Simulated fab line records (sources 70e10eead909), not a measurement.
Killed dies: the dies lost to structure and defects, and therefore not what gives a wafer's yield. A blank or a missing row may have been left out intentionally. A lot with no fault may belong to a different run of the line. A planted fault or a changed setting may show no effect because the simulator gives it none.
Which of the tools did it? | flow nand harc | 36 wafers sampled from 12 lots at 1 step of a route of 1302

WHAT THE GAUGES SHOWED, per wafer
NHARC_A_CHANNEL_HOLE_D2_CD_MEAS_18. Usual: cd nm at 99.9 nm, with a standard deviation of 1.4.
lot  | measured     | on        | cd nm (nm)        | flag
L764 | day 13 05:25 | cd sem-03 | 102.2 101.8 100.6 |
L765 | day 13 05:35 | cd sem-02 | 101.1 100.9 98.9  |
L766 | day 13 18:10 | cd sem-03 | 100.7 98.6 99.6   |
L767 | day 14 10:20 | cd sem-01 | 99.9 97.9 99.0    |
L768 | day 14 23:07 | cd sem-03 | 101.2 100.0 99.5  |
L770 | day 15 21:49 | cd sem-01 | 100.3 100.7 97.6  |
L775 | day 18 03:37 | cd sem-03 | 101.6 102.3 100.4 |
L779 | day 19 08:02 | cd sem-03 | 102.0 97.9 100.7  |
L780 | day 20 07:43 | cd sem-02 | 102.2 100.8 100.9 |
L781 | day 20 14:16 | cd sem-01 | 100.1 98.9 97.5   |
L784 | day 22 04:49 | cd sem-03 | 100.1 99.2 102.1  |
L786 | day 23 03:55 | cd sem-03 | 100.0 101.5 99.9  |

TOOL THAT RAN EACH LOT (tool first, then ch and the chambers of the sampled wafers, then the start)
No process step before these readings appears in the record.

WHAT THE TOOLS THEMSELVES READ (means of the sampled wafers that have a number; where no wafer has one, the mark that the record gives instead)
The record holds no such reading with a usual standard deviation.

THE ANSWER, worked out from the rows above alone
Rule: lot off if the mean of its wafers having a number is beyond 3 standard deviations from the usual mean. Also off: a lot with no number at a reading for which 4 or more lots have one. All remaining lots with rows at the step are treated as sound. First the gauges in route order, then the tools' own readings, where a lot's mean is used as printed above. The first step at which some lot is off is used, and at that step the reading that is off furthest; a lot without a number counts as furthest.
No lot is off at any reading shown: from this, nothing can be told.

WHAT HAD BEEN PUT IN BY THE SIMULATOR
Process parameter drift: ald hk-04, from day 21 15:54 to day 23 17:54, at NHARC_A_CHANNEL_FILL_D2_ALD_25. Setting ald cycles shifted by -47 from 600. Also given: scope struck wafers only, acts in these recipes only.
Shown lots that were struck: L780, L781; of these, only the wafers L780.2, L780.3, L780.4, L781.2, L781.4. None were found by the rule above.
